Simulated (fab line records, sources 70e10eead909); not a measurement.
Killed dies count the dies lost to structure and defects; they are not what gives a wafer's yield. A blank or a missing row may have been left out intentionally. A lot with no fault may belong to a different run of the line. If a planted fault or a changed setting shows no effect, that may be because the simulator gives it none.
What tool caused it? / flow nandHarc / 24 lots, 72 wafers sampled, at 5 steps of a route of 1159

WHAT THE GAUGES SHOWED, per wafer
NHARC_P_GATE_CD_MEAS_59: target cd 720 nm. Usual: 720.2 nm for cdNm, sd 1.7.
lot=L074; measured=day 5 10:04; on=cdSem-02; cdNm (nm)=720.7 724.2 720.2; flag=
lot=L076; measured=day 5 16:38; on=cdSem-03; cdNm (nm)=716.3 719.8 719.5; flag=
lot=L075; measured=day 5 17:10; on=cdSem-01; cdNm (nm)=717.9 718.3 719.5; flag=
lot=L077; measured=day 5 22:44; on=cdSem-03; cdNm (nm)=720.7 718.2 721.3; flag=
lot=L078; measured=day 6 10:43; on=cdSem-01; cdNm (nm)=720.2 721.9 723.3; flag=
lot=L079; measured=day 6 13:22; on=cdSem-01; cdNm (nm)=722.2 717.7 717.6; flag=
lot=L081; measured=day 6 18:02; on=cdSem-03; cdNm (nm)=718.9 718.9 719.5; flag=
lot=L080; measured=day 6 18:27; on=cdSem-01; cdNm (nm)=721.5 720.5 717.8; flag=
lot=L083; measured=day 7 11:04; on=cdSem-01; cdNm (nm)=719.8 719.1 721.3; flag=
lot=L082; measured=day 7 11:17; on=cdSem-01; cdNm (nm)=719.4 720.1 720.3; flag=
lot=L085; measured=day 7 20:14; on=cdSem-03; cdNm (nm)=718.4 720.6 719.1; flag=
lot=L084; measured=day 7 20:52; on=cdSem-03; cdNm (nm)=718.7 717.1 715.3; flag=
lot=L086; measured=day 8 12:07; on=cdSem-02; cdNm (nm)=723.0 721.8 721.2; flag=
lot=L087; measured=day 8 12:16; on=cdSem-01; cdNm (nm)=722.6 718.1 719.0; flag=
lot=L088; measured=day 8 21:46; on=cdSem-01; cdNm (nm)=719.6 719.3 717.9; flag=
lot=L089; measured=day 9 05:26; on=cdSem-01; cdNm (nm)=721.1 723.1 718.8; flag=
lot=L090; measured=day 9 05:55; on=cdSem-01; cdNm (nm)=722.2 721.3 718.7; flag=
lot=L091; measured=day 9 14:40; on=cdSem-03; cdNm (nm)=719.6 719.1 723.0; flag=
lot=L092; measured=day 10 00:38; on=cdSem-01; cdNm (nm)=720.4 722.8 720.2; flag=
lot=L093; measured=day 10 02:28; on=cdSem-01; cdNm (nm)=719.6 719.8 719.2; flag=
lot=L094; measured=day 10 08:25; on=cdSem-02; cdNm (nm)=719.3 721.6 722.1; flag=
lot=L095; measured=day 10 13:43; on=cdSem-01; cdNm (nm)=722.1 721.6 722.1; flag=
lot=L096; measured=day 10 19:37; on=cdSem-02; cdNm (nm)=718.5 720.1 720.2; flag=
lot=L097; measured=day 11 09:16; on=cdSem-02; cdNm (nm)=720.2 717.4 719.5; flag=

NHARC_P_M0_INSPECT_27. Usual: 297 for rawDefectCount, sd 140.
lot=L074; measured=day 6 08:20; on=defectInspect-02; rawDefectCount=116 214 187; flag=
lot=L076; measured=day 6 12:12; on=defectInspect-01; rawDefectCount=291 230 197; flag=
lot=L075; measured=day 6 12:31; on=defectInspect-01; rawDefectCount=184 156 154; flag=
lot=L077; measured=day 6 17:23; on=defectInspect-01; rawDefectCount=474 348 780; flag=
lot=L078; measured=day 7 02:17; on=defectInspect-02; rawDefectCount=493 447 543; flag=
lot=L079; measured=day 7 02:55; on=defectInspect-02; rawDefectCount=226 377 210; flag=
lot=L081; measured=day 7 09:07; on=defectInspect-02; rawDefectCount=283 314 310; flag=
lot=L080; measured=day 7 09:21; on=defectInspect-01; rawDefectCount=350 512 860; flag=
lot=L083; measured=day 8 06:53; on=defectInspect-02; rawDefectCount=172 257 324; flag=
lot=L082; measured=day 8 07:26; on=defectInspect-02; rawDefectCount=345 162 179; flag=
lot=L085; measured=day 8 09:30; on=defectInspect-02; rawDefectCount=305 195 181; flag=
lot=L084; measured=day 8 10:44; on=defectInspect-02; rawDefectCount=288 238 719; flag=
lot=L086; measured=day 9 03:14; on=defectInspect-02; rawDefectCount=392 393 313; flag=
lot=L087; measured=day 9 03:45; on=defectInspect-01; rawDefectCount=314 204 219; flag=
lot=L088; measured=day 9 11:58; on=defectInspect-02; rawDefectCount=222 250 267; flag=
lot=L089; measured=day 9 21:35; on=defectInspect-01; rawDefectCount=254 222 303; flag=
lot=L090; measured=day 9 22:15; on=defectInspect-02; rawDefectCount=257 284 428; flag=
lot=L091; measured=day 10 10:37; on=defectInspect-02; rawDefectCount=175 232 213; flag=
lot=L092; measured=day 10 18:14; on=defectInspect-02; rawDefectCount=584 310 264; flag=
lot=L093; measured=day 10 18:34; on=defectInspect-01; rawDefectCount=153 163 165; flag=
lot=L094; measured=day 10 21:44; on=defectInspect-01; rawDefectCount=404 220 246; flag=
lot=L095; measured=day 11 03:28; on=defectInspect-01; rawDefectCount=169 144 210; flag=
lot=L096; measured=day 11 09:16; on=defectInspect-01; rawDefectCount=363 298 439; flag=
lot=L097; measured=day 12 03:01; on=defectInspect-02; rawDefectCount=293 165 358; flag=

WHAT TOOL EACH LOT RAN ON (gives the tool, then ch and the chambers of the sampled wafers, and finally the start)
lot=L074; NHARC_P_M0_DESCUM_14=rieDiel-11 ch 0,1,3, day 6 05:50; NHARC_P_M0_DEGAS_28=pvdSputter-03, day 6 06:46; NHARC_P_M0_PRE_CLEAN_29=pvdSputter-03, day 6 08:20 or earlier
lot=L076; NHARC_P_M0_DESCUM_14=rieDiel-13 ch 1,2,3, day 6 09:42; NHARC_P_M0_DEGAS_28=pvdSputter-01, day 6 10:37; NHARC_P_M0_PRE_CLEAN_29=pvdSputter-01, day 6 12:12 or earlier
lot=L075; NHARC_P_M0_DESCUM_14=rieDiel-11 ch 0,1,2, day 6 09:55; NHARC_P_M0_DEGAS_28=pvdSputter-01, day 6 10:49; NHARC_P_M0_PRE_CLEAN_29=pvdSputter-01, day 6 12:31 or earlier
lot=L077; NHARC_P_M0_DESCUM_14=rieDiel-13 ch 0,1,3, day 6 14:48; NHARC_P_M0_DEGAS_28=pvdSputter-01, day 6 15:44; NHARC_P_M0_PRE_CLEAN_29=pvdSputter-01, day 6 17:23 or earlier
lot=L078; NHARC_P_M0_DESCUM_14=rieDiel-13 ch 0,2, day 6 23:49; NHARC_P_M0_DEGAS_28=pvdSputter-01, day 7 00:44; NHARC_P_M0_PRE_CLEAN_29=pvdSputter-01, day 7 02:17 or earlier
lot=L079; NHARC_P_M0_DESCUM_14=rieDiel-11 ch 1,2, day 7 00:25; NHARC_P_M0_DEGAS_28=pvdSputter-01, day 7 01:20; NHARC_P_M0_PRE_CLEAN_29=pvdSputter-01, day 7 02:55 or earlier
lot=L081; NHARC_P_M0_DESCUM_14=rieDiel-11 ch 0,2,3, day 7 06:34; NHARC_P_M0_DEGAS_28=pvdSputter-02, day 7 07:32; NHARC_P_M0_PRE_CLEAN_29=pvdSputter-02, day 7 09:07 or earlier
lot=L080; NHARC_P_M0_DESCUM_14=rieDiel-13 ch 1,2,3, day 7 06:52; NHARC_P_M0_DEGAS_28=pvdSputter-03, day 7 07:46; NHARC_P_M0_PRE_CLEAN_29=pvdSputter-03, day 7 09:21 or earlier
lot=L083; NHARC_P_M0_DESCUM_14=rieDiel-13 ch 0,1,2, day 8 04:25; NHARC_P_M0_DEGAS_28=pvdSputter-03, day 8 05:20; NHARC_P_M0_PRE_CLEAN_29=pvdSputter-03, day 8 06:53 or earlier
lot=L082; NHARC_P_M0_DESCUM_14=rieDiel-13 ch 0,1,2, day 8 04:59; NHARC_P_M0_DEGAS_28=pvdSputter-02, day 8 05:53; NHARC_P_M0_PRE_CLEAN_29=pvdSputter-02, day 8 07:26 or earlier
lot=L085; NHARC_P_M0_DESCUM_14=rieDiel-13 ch 0,1, day 8 07:02; NHARC_P_M0_DEGAS_28=pvdSputter-03, day 8 07:56; NHARC_P_M0_PRE_CLEAN_29=pvdSputter-03, day 8 09:30 or earlier
lot=L084; NHARC_P_M0_DESCUM_14=rieDiel-13 ch 0,2, day 8 08:13; NHARC_P_M0_DEGAS_28=pvdSputter-03, day 8 09:11; NHARC_P_M0_PRE_CLEAN_29=pvdSputter-03, day 8 10:44 or earlier
lot=L086; NHARC_P_M0_DESCUM_14=rieDiel-13 ch 0,1,2, day 9 00:46; NHARC_P_M0_DEGAS_28=pvdSputter-03, day 9 01:41; NHARC_P_M0_PRE_CLEAN_29=pvdSputter-03, day 9 03:14 or earlier
lot=L087; NHARC_P_M0_DESCUM_14=rieDiel-11 ch 1,2,3, day 9 01:16; NHARC_P_M0_DEGAS_28=pvdSputter-02, day 9 02:12; NHARC_P_M0_PRE_CLEAN_29=pvdSputter-02, day 9 03:45 or earlier
lot=L088; NHARC_P_M0_DESCUM_14=rieDiel-13 ch 1,2,3, day 9 09:29; NHARC_P_M0_DEGAS_28=pvdSputter-03, day 9 10:24; NHARC_P_M0_PRE_CLEAN_29=pvdSputter-03, day 9 11:58 or earlier
lot=L089; NHARC_P_M0_DESCUM_14=rieDiel-01 ch 0,1,2, day 9 19:07; NHARC_P_M0_DEGAS_28=pvdSputter-01, day 9 20:02; NHARC_P_M0_PRE_CLEAN_29=pvdSputter-01, day 9 21:35 or earlier
lot=L090; NHARC_P_M0_DESCUM_14=rieDiel-11 ch 1,2, day 9 19:47; NHARC_P_M0_DEGAS_28=pvdSputter-02, day 9 20:43; NHARC_P_M0_PRE_CLEAN_29=pvdSputter-02, day 9 22:15 or earlier
lot=L091; NHARC_P_M0_DESCUM_14=rieDiel-01 ch 1,2,3, day 10 08:10; NHARC_P_M0_DEGAS_28=pvdSputter-01, day 10 09:04; NHARC_P_M0_PRE_CLEAN_29=pvdSputter-01, day 10 10:37 or earlier
lot=L092; NHARC_P_M0_DESCUM_14=rieDiel-13 ch 0,1,3, day 10 15:40; NHARC_P_M0_DEGAS_28=pvdSputter-01, day 10 16:38; NHARC_P_M0_PRE_CLEAN_29=pvdSputter-01, day 10 18:14 or earlier
lot=L093; NHARC_P_M0_DESCUM_14=rieDiel-11 ch 0,2, day 10 16:04; NHARC_P_M0_DEGAS_28=pvdSputter-01, day 10 16:59; NHARC_P_M0_PRE_CLEAN_29=pvdSputter-01, day 10 18:34 or earlier
lot=L094; NHARC_P_M0_DESCUM_14=rieDiel-13 ch 0,1,3, day 10 19:15; NHARC_P_M0_DEGAS_28=pvdSputter-02, day 10 20:10; NHARC_P_M0_PRE_CLEAN_29=pvdSputter-02, day 10 21:44 or earlier
lot=L095; NHARC_P_M0_DESCUM_14=rieDiel-13 ch 0,3, day 11 00:49; NHARC_P_M0_DEGAS_28=pvdSputter-01, day 11 01:44; NHARC_P_M0_PRE_CLEAN_29=pvdSputter-01, day 11 03:28 or earlier
lot=L096; NHARC_P_M0_DESCUM_14=rieDiel-11 ch 0,1, day 11 06:32; NHARC_P_M0_DEGAS_28=pvdSputter-01, day 11 07:31; NHARC_P_M0_PRE_CLEAN_29=pvdSputter-01, day 11 09:16 or earlier
lot=L097; NHARC_P_M0_DESCUM_14=rieDiel-01 ch 0,1,3, day 12 00:29; NHARC_P_M0_DEGAS_28=pvdSputter-01, day 12 01:28; NHARC_P_M0_PRE_CLEAN_29=pvdSputter-01, day 12 03:01 or earlier
- NHARC_P_M0_DESCUM_14: chemistry O2, time 3 s.
- NHARC_P_M0_DEGAS_28: time 60 s.
- NHARC_P_M0_PRE_CLEAN_29: time 30 s.

WHAT THE TOOLS THEMSELVES READ (means of the sampled wafers that have a number; where no wafer has one, the mark that the record gives instead)
NHARC_P_M0_DESCUM_14. Usual: drypumpMotorCurrentA 5.8 A, standard deviation 0.57; o2FlowSccm 199.9 sccm, standard deviation 0.58; oesProductAu 1.001 a.u., standard deviation 0.0098; rfVppV 57.8 V, standard deviation 0.81; showerheadPlenumPTorr 1.94 Torr, standard deviation 0.055; throttleValvePct 11.310 %, standard deviation 0.0091.
lot=L074; tool=rieDiel-11; drypumpMotorCurrentA (A)=6.0; o2FlowSccm (sccm)=200.3; oesProductAu (a.u.)=0.996; rfVppV (V)=57.7; showerheadPlenumPTorr (Torr)=1.96; throttleValvePct (%)=11.311; flag=
lot=L076; tool=rieDiel-13; drypumpMotorCurrentA (A)=5.6; o2FlowSccm (sccm)=199.8; oesProductAu (a.u.)=1.003; rfVppV (V)=58.4; showerheadPlenumPTorr (Torr)=1.94; throttleValvePct (%)=11.312; flag=
lot=L075; tool=rieDiel-11; drypumpMotorCurrentA (A)=6.2; o2FlowSccm (sccm)=199.9; oesProductAu (a.u.)=0.991; rfVppV (V)=57.3; showerheadPlenumPTorr (Torr)=1.94; throttleValvePct (%)=11.312; flag=
lot=L077; tool=rieDiel-13; drypumpMotorCurrentA (A)=5.2; o2FlowSccm (sccm)=199.4; oesProductAu (a.u.)=1.005; rfVppV (V)=57.7; showerheadPlenumPTorr (Torr)=1.98; throttleValvePct (%)=11.296; flag=
lot=L078; tool=rieDiel-13; drypumpMotorCurrentA (A)=5.7; o2FlowSccm (sccm)=200.2; oesProductAu (a.u.)=1.014; rfVppV (V)=58.1; showerheadPlenumPTorr (Torr)=1.92; throttleValvePct (%)=11.315; flag=
lot=L079; tool=rieDiel-11; drypumpMotorCurrentA (A)=6.2; o2FlowSccm (sccm)=200.4; oesProductAu (a.u.)=0.995; rfVppV (V)=57.8; showerheadPlenumPTorr (Torr)=1.93; throttleValvePct (%)=11.309; flag=
lot=L081; tool=rieDiel-11; drypumpMotorCurrentA (A)=6.1; o2FlowSccm (sccm)=199.5; oesProductAu (a.u.)=0.994; rfVppV (V)=58.4; showerheadPlenumPTorr (Torr)=1.95; throttleValvePct (%)=11.314; flag=
lot=L080; tool=rieDiel-13; drypumpMotorCurrentA (A)=5.6; o2FlowSccm (sccm)=199.5; oesProductAu (a.u.)=1.009; rfVppV (V)=57.5; showerheadPlenumPTorr (Torr)=1.94; throttleValvePct (%)=11.321; flag=
lot=L083; tool=rieDiel-13; drypumpMotorCurrentA (A)=5.7; o2FlowSccm (sccm)=199.6; oesProductAu (a.u.)=1.001; rfVppV (V)=57.6; showerheadPlenumPTorr (Torr)=1.93; throttleValvePct (%)=11.310; flag=
lot=L082; tool=rieDiel-13; drypumpMotorCurrentA (A)=5.7; o2FlowSccm (sccm)=200.0; oesProductAu (a.u.)=0.995; rfVppV (V)=58.0; showerheadPlenumPTorr (Torr)=1.93; throttleValvePct (%)=11.314; flag=
lot=L085; tool=rieDiel-13; drypumpMotorCurrentA (A)=5.3; o2FlowSccm (sccm)=200.0; oesProductAu (a.u.)=0.992; rfVppV (V)=57.7; showerheadPlenumPTorr (Torr)=1.97; throttleValvePct (%)=11.306; flag=
lot=L084; tool=rieDiel-13; drypumpMotorCurrentA (A)=6.1; o2FlowSccm (sccm)=199.8; oesProductAu (a.u.)=1.011; rfVppV (V)=57.0; showerheadPlenumPTorr (Torr)=1.88; throttleValvePct (%)=11.305; flag=
lot=L086; tool=rieDiel-13; drypumpMotorCurrentA (A)=5.7; o2FlowSccm (sccm)=200.5; oesProductAu (a.u.)=1.002; rfVppV (V)=57.8; showerheadPlenumPTorr (Torr)=1.93; throttleValvePct (%)=11.300; flag=
lot=L087; tool=rieDiel-11; drypumpMotorCurrentA (A)=6.1; o2FlowSccm (sccm)=199.9; oesProductAu (a.u.)=0.997; rfVppV (V)=58.4; showerheadPlenumPTorr (Torr)=1.94; throttleValvePct (%)=11.311; flag=
lot=L088; tool=rieDiel-13; drypumpMotorCurrentA (A)=5.6; o2FlowSccm (sccm)=200.1; oesProductAu (a.u.)=1.004; rfVppV (V)=57.5; showerheadPlenumPTorr (Torr)=1.94; throttleValvePct (%)=11.309; flag=
lot=L089; tool=rieDiel-01; drypumpMotorCurrentA (A)=6.0; o2FlowSccm (sccm)=199.6; oesProductAu (a.u.)=0.999; rfVppV (V)=57.8; showerheadPlenumPTorr (Torr)=1.95; throttleValvePct (%)=11.308; flag=
lot=L090; tool=rieDiel-11; drypumpMotorCurrentA (A)=6.2; o2FlowSccm (sccm)=200.2; oesProductAu (a.u.)=1.008; rfVppV (V)=58.3; showerheadPlenumPTorr (Torr)=1.92; throttleValvePct (%)=11.314; flag=
lot=L091; tool=rieDiel-01; drypumpMotorCurrentA (A)=5.9; o2FlowSccm (sccm)=199.6; oesProductAu (a.u.)=1.000; rfVppV (V)=57.3; showerheadPlenumPTorr (Torr)=1.99; throttleValvePct (%)=11.311; flag=
lot=L092; tool=rieDiel-13; drypumpMotorCurrentA (A)=5.1; o2FlowSccm (sccm)=199.8; oesProductAu (a.u.)=1.001; rfVppV (V)=59.0; showerheadPlenumPTorr (Torr)=1.98; throttleValvePct (%)=11.311; flag=
lot=L093; tool=rieDiel-11; drypumpMotorCurrentA (A)=6.4; o2FlowSccm (sccm)=200.1; oesProductAu (a.u.)=1.008; rfVppV (V)=57.0; showerheadPlenumPTorr (Torr)=1.93; throttleValvePct (%)=11.312; flag=
lot=L094; tool=rieDiel-13; drypumpMotorCurrentA (A)=5.2; o2FlowSccm (sccm)=199.9; oesProductAu (a.u.)=1.010; rfVppV (V)=57.6; showerheadPlenumPTorr (Torr)=1.98; throttleValvePct (%)=11.312; flag=
lot=L095; tool=rieDiel-13; drypumpMotorCurrentA (A)=5.1; o2FlowSccm (sccm)=199.3; oesProductAu (a.u.)=1.000; rfVppV (V)=57.9; showerheadPlenumPTorr (Torr)=1.97; throttleValvePct (%)=11.307; flag=
lot=L096; tool=rieDiel-11; drypumpMotorCurrentA (A)=6.0; o2FlowSccm (sccm)=200.2; oesProductAu (a.u.)=0.995; rfVppV (V)=58.7; showerheadPlenumPTorr (Torr)=1.96; throttleValvePct (%)=11.319; flag=
lot=L097; tool=rieDiel-01; drypumpMotorCurrentA (A)=5.9; o2FlowSccm (sccm)=200.4; oesProductAu (a.u.)=1.009; rfVppV (V)=57.9; showerheadPlenumPTorr (Torr)=1.93; throttleValvePct (%)=11.312; flag=

NHARC_P_M0_DEGAS_28. Usual: 324 W for heaterPowerW, sd 34.
lot=L074; tool=pvdSputter-03; heaterPowerW (W)=301; flag=
lot=L076; tool=pvdSputter-01; heaterPowerW (W)=332; flag=
lot=L075; tool=pvdSputter-01; heaterPowerW (W)=359; flag=
lot=L077; tool=pvdSputter-01; heaterPowerW (W)=343; flag=
lot=L078; tool=pvdSputter-01; heaterPowerW (W)=353; flag=
lot=L079; tool=pvdSputter-01; heaterPowerW (W)=328; flag=
lot=L081; tool=pvdSputter-02; heaterPowerW (W)=334; flag=
lot=L080; tool=pvdSputter-03; heaterPowerW (W)=311; flag=
lot=L083; tool=pvdSputter-03; heaterPowerW (W)=292; flag=
lot=L082; tool=pvdSputter-02; heaterPowerW (W)=356; flag=
lot=L085; tool=pvdSputter-03; heaterPowerW (W)=305; flag=
lot=L084; tool=pvdSputter-03; heaterPowerW (W)=316; flag=
lot=L086; tool=pvdSputter-03; heaterPowerW (W)=312; flag=
lot=L087; tool=pvdSputter-02; heaterPowerW (W)=329; flag=
lot=L088; tool=pvdSputter-03; heaterPowerW (W)=315; flag=
lot=L089; tool=pvdSputter-01; heaterPowerW (W)=323; flag=
lot=L090; tool=pvdSputter-02; heaterPowerW (W)=335; flag=
lot=L091; tool=pvdSputter-01; heaterPowerW (W)=291; flag=
lot=L092; tool=pvdSputter-01; heaterPowerW (W)=333; flag=
lot=L093; tool=pvdSputter-01; heaterPowerW (W)=293; flag=
lot=L094; tool=pvdSputter-02; heaterPowerW (W)=344; flag=
lot=L095; tool=pvdSputter-01; heaterPowerW (W)=308; flag=
lot=L096; tool=pvdSputter-01; heaterPowerW (W)=288; flag=
lot=L097; tool=pvdSputter-01; heaterPowerW (W)=340; flag=

NHARC_P_M0_PRE_CLEAN_29. Usual: 396 W for heaterPowerW, sd 42.
lot=L074; tool=pvdSputter-03; heaterPowerW (W)=383; flag=
lot=L076; tool=pvdSputter-01; heaterPowerW (W)=435; flag=
lot=L075; tool=pvdSputter-01; heaterPowerW (W)=392; flag=
lot=L077; tool=pvdSputter-01; heaterPowerW (W)=429; flag=
lot=L078; tool=pvdSputter-01; heaterPowerW (W)=420; flag=
lot=L079; tool=pvdSputter-01; heaterPowerW (W)=384; flag=
lot=L081; tool=pvdSputter-02; heaterPowerW (W)=410; flag=
lot=L080; tool=pvdSputter-03; heaterPowerW (W)=379; flag=
lot=L083; tool=pvdSputter-03; heaterPowerW (W)=389; flag=
lot=L082; tool=pvdSputter-02; heaterPowerW (W)=412; flag=
lot=L085; tool=pvdSputter-03; heaterPowerW (W)=366; flag=
lot=L084; tool=pvdSputter-03; heaterPowerW (W)=364; flag=
lot=L086; tool=pvdSputter-03; heaterPowerW (W)=389; flag=
lot=L087; tool=pvdSputter-02; heaterPowerW (W)=414; flag=
lot=L088; tool=pvdSputter-03; heaterPowerW (W)=382; flag=
lot=L089; tool=pvdSputter-01; heaterPowerW (W)=405; flag=
lot=L090; tool=pvdSputter-02; heaterPowerW (W)=407; flag=
lot=L091; tool=pvdSputter-01; heaterPowerW (W)=363; flag=
lot=L092; tool=pvdSputter-01; heaterPowerW (W)=427; flag=
lot=L093; tool=pvdSputter-01; heaterPowerW (W)=354; flag=
lot=L094; tool=pvdSputter-02; heaterPowerW (W)=424; flag=
lot=L095; tool=pvdSputter-01; heaterPowerW (W)=452; flag=
lot=L096; tool=pvdSputter-01; heaterPowerW (W)=411; flag=
lot=L097; tool=pvdSputter-01; heaterPowerW (W)=363; flag=

THE ANSWER, worked out from the rows above alone
Rule: a lot is off if the mean of its wafers that have a number lies more than 3 standard deviations from the usual mean. Also off: a lot with no number at a reading for which 4 or more lots have one. Where the step has rows for the other lots, those lots are counted as sound. The gauges are gone through in route order, then the tools' own readings, and for those a lot's mean is taken as printed above. The first step at which some lot is off is used, and at that step the reading that is off furthest; a lot without a number counts as furthest.
Across all readings shown, no lot is off: no conclusion can be drawn from this.

WHAT HAD BEEN PUT IN BY THE SIMULATOR
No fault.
